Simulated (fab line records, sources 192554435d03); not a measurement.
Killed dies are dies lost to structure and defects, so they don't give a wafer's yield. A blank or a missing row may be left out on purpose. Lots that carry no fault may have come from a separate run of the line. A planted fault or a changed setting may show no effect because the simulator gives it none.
Matching of chambers	flow n5Finfet	N5_FIN_SAQP_SPACER2_ETCHBACK_29 on rieDiel-04: 4 sister chambers
The step etches SiO2 in CHF3/O2, target depth 12.2 nm, time 6.1 s. 4 wafers are shown with their chamber, then 9 later ones without.

== WAFERS PAIRED WITH THEIR CHAMBERS ==
wafer	chamber	showerheadPlenumPTorr (Torr)
L080.1	1	2.47
L080.4	0	2.50
L082.3	3	2.39
L082.6	2	2.53

== WAFERS WITHOUT THEIR CHAMBER ==
wafer	showerheadPlenumPTorr (Torr)
L085.1	2.39
L085.2	2.46
L085.6	2.53
L092.1	2.46
L092.3	2.38
L092.4	2.49
L096.4	2.52
L096.5	2.38
L096.6	2.48

== WHICH CHAMBER EACH ONE RAN IN ==
wafer	from the rows above	in truth
L085.1	3	3
L085.2	1	1
L085.6	2	2
L092.1	1	1
L092.3	3	3
L092.4	can't be placed: 0 or 1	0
L096.4	can't be placed: 2 or 0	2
L096.5	3	3
L096.6	can't be placed: 1 or 0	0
Correctly placed: 6 of 9. Not placeable from these rows: 3 (in 3, the candidates include the true chamber). Number placed wrongly: 0.
How it was worked out, from the rows above alone: a wafer's distance from a chamber is the root of the sum, over the readings, of the square of ((its reading less the chamber's mean) divided by the reading's scatter). If the next closest chamber is less than 2 further off than the closest, the wafer can't be placed; otherwise it belongs to the closest. Each chamber's mean is taken over the wafers shown for it. The scatter: root of mean squared gap, hidden wafer to nearest shown wafer, with one shown wafer a chamber.
